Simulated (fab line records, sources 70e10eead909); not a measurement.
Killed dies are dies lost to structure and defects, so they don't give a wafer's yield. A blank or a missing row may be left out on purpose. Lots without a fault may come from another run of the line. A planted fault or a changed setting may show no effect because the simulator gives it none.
A struck lot beside a sound one | flow nand_harc | 25 steps out of a route of 1159
Sound: wafers L271.2, L271.3, L271.5. Struck: wafers L281.1, L281.3, L281.5. The cause comes at the end.
At each step with rows: each side's tool, then ch and its chambers, then its first start. Under that, the readings that differ: sound wafers | struck wafers | difference of the means | sigmas: that difference in standard deviations of wafers without a fault.
alike: readings whose means differ by less than 2 such deviations, and words and numbers that are the same on both sides. not compared: withheld readings, readings that some wafer has no value for, bounds like >300 that may hide the same value, and numbers for which the record gives no deviation and whose values overlap.
The two part at a step that has a row with sigmas, a row that says differs or no value, or rows on one side only. Numbers that don't overlap but have no deviation are shown without sigmas and don't part them. A reading that every wafer of one side lacks parts them only if that side has two wafers or more.

first, 3 steps without rows for these wafers: NHARC_A_WL_FILL_PRECLEAN_30 (cleans in dHF, time 10 s); NHARC_A_WL_FILL_SRD_14; NHARC_A_WL_FILL_ALD_19 (deposits TiN, target thk 2 nm, pulse time 3 s, ald cycles 100).
NHARC_A_WL_FILL_CVD_20: deposits W, target thk 75 nm, time 5064 s.
  sound on cvd_w-01 ch 0,1; struck on cvd_w-01 ch 0,1
  alike: chamber_pressure_Torr, heater_power_w, throttle_valve_pct
  not compared: since_wet_clean_h
NHARC_A_WL_FILL_CMP_12: polishes, t overpolish 30 s, target thk 75 nm.
  sound on cmp-01 ch 0,1,2, day 17 16:44; struck on cmp-01 ch 2,3, day 20 02:02
  reading                      | sound             | struck            | difference | sigmas
  retaining_ring_pressure_frac | 0.994 0.993 0.992 | 1.008 1.007 1.003 | +0.013     | +3
  alike: motor_current_A, overpolish_run_s, time_to_endpoint_s
then, 1 step without rows for these wafers: NHARC_A_WL_FILL_SRD_31.
NHARC_A_WL_FILL_INSPECT_15:
  sound on defect_inspect-02, day 17 17:09; struck on defect_inspect-01, day 20 02:32
  alike: raw_defect_count
NHARC_A_CONTACT_DEP_24: deposits SiO2, target thk 500 nm.
  sound on pecvd-03 ch 0,1,2, day 17 17:17; struck on pecvd-02 ch 1,2, day 20 02:36
  alike: chamber_pressure_Torr, flow_sccm, heater_power_w, rf_fwd_power_W, throttle_valve_pct
  not compared: since_wet_clean_h
NHARC_A_CONTACT_DEP_28: deposits aC, target thk 3600 nm.
  sound on acl_dep-02 ch 0, day 17 18:12; struck on acl_dep-02 ch 0, day 20 07:40
  alike: throttle_valve_pct
NHARC_A_CONTACT_DEP_29: deposits SiON, target thk 70 nm.
  sound on pecvd-04 ch 0,2, day 17 20:08; struck on pecvd-02 ch 0,2, day 20 09:51
  alike: chamber_pressure_Torr, heater_power_w, rf_fwd_power_W
  not compared: since_wet_clean_h
then, 10 steps without rows for these wafers: NHARC_A_CONTACT_DEHYDRATE_32 (time 120 s); NHARC_A_CONTACT_HMDS_33 (time 30 s); NHARC_A_CONTACT_COAT_34 (time 75 s); NHARC_A_CONTACT_COAT_35 (time 65 s); NHARC_A_CONTACT_COAT_36 (resist thk 90 nm); NHARC_A_CONTACT_SOFTBAKE_37 (time 55 s); NHARC_A_CONTACT_EBR_38; NHARC_A_CONTACT_EXPOSE_39 (exposes mask A CC 3); NHARC_A_CONTACT_PEB_40 (peb time 65 s); NHARC_A_CONTACT_DEVELOP_41 (develop time 35 s).
NHARC_A_CONTACT_CD_MEAS_42: target cd 200 nm.
  sound on cd_sem-01 ch 0, day 17 20:42; struck on cd_sem-01 ch 0, day 20 10:36
  alike: cd_nm
NHARC_A_CONTACT_OVL_MEAS_43:
  sound on overlay-01, day 17 20:47; struck on overlay-01, day 20 10:41
  alike: overlay_x_nm, overlay_y_nm
NHARC_A_CONTACT_INSPECT_44:
  sound on defect_inspect-01, day 17 20:49; struck on defect_inspect-01, day 20 10:43
  reading          | sound   | struck      | difference | sigmas
  raw_defect_count | 19 8 11 | 316 345 378 | +334       | +24
NHARC_A_CONTACT_DESCUM_47: chemistry O2, time 3 s.
  sound on rie_diel-07 ch 0,2, day 17 20:53; struck on rie_diel-07 ch 1,2,3, day 20 10:47
  alike: drypump_motor_current_A, oes_product_au, rf_vpp_V, showerhead_plenum_p_Torr, throttle_valve_pct
  not compared: rf_hours_counter_h
-- the record jumps here: 3 days lie between the struck wafers' starts before and after (it left off in module A_CONTACT and takes up again in module END, whose first step shown is number 1159 of the route) --
NHARC_END_SORT_01:
  sound on prober-02 ch 0, day 20 20:10; struck on prober-02 ch 0, day 23 21:42
  reading         | sound    | struck   | difference | sigmas
  killed_at_array | 26 12 15 | 89 78 71 | +62        | +6
  killed_at_other | 4 1 3    | 0 2 0    | -2         | -2
  killed_dies     | 34 17 20 | 91 82 73 | +58        | +5
  alike: killed_at_periphery, killed_open, killed_short

WHERE THEY PART
First at NHARC_A_WL_FILL_CMP_12; last, within this record, at NHARC_END_SORT_01.

WHY: what the simulator had put in
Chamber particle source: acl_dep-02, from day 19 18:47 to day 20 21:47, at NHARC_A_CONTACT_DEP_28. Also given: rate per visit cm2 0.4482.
